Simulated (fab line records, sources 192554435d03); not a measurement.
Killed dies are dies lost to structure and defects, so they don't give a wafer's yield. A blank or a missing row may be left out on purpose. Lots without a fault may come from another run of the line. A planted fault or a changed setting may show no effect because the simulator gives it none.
Chamber matching | flow n5_finfet | N5_BEOL_M6_ETCH_65 on rie_diel-01: 4 sister chambers
The step etches SiARC in CF4, target depth 15.6 nm, time 26 s. 4 wafers are shown with their chamber, then 9 later ones without.

WAFERS WITH THEIR CHAMBER
wafer  | chamber | showerhead_plenum_p_Torr (Torr)
L081.6 | 3       | 2.11
L082.3 | 2       | 2.11
L084.1 | 0       | 2.24
L084.5 | 1       | 2.10

WAFERS WITHOUT THEIR CHAMBER
wafer  | showerhead_plenum_p_Torr (Torr)
L086.3 | 2.10
L086.5 | 2.10
L086.6 | 2.11
L087.1 | 2.10
L087.2 | 2.23
L087.6 | 2.10
L092.3 | 2.23
L092.5 | 2.10
L092.6 | 2.23

WHICH CHAMBER EACH WENT THROUGH
wafer  | from the rows above          | in truth
L086.3 | can't be placed: 1 or 2 or 3 | 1
L086.5 | can't be placed: 1 or 2 or 3 | 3
L086.6 | can't be placed: 2 or 3 or 1 | 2
L087.1 | can't be placed: 1 or 2 or 3 | 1
L087.2 | 0                            | 0
L087.6 | can't be placed: 1 or 2 or 3 | 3
L092.3 | 0                            | 0
L092.5 | can't be placed: 1 or 2 or 3 | 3
L092.6 | 0                            | 0
Placed correctly: 3 of 9. Can't be placed from these rows: 6 (the true chamber is among the candidates in 6). Placed wrongly: 0.
How it was worked out, from the rows above alone: a wafer's distance from a chamber is the root of the sum, over the readings, of the square of ((its reading less the chamber's mean) divided by the reading's scatter). The wafer belongs to the nearest chamber; if the next one is less than 2 further off, it can't be placed. A chamber's mean is the mean of its shown wafers. The scatter: with one shown wafer a chamber, the root of the mean of the squares of how far each hidden wafer lies from its nearest shown one.
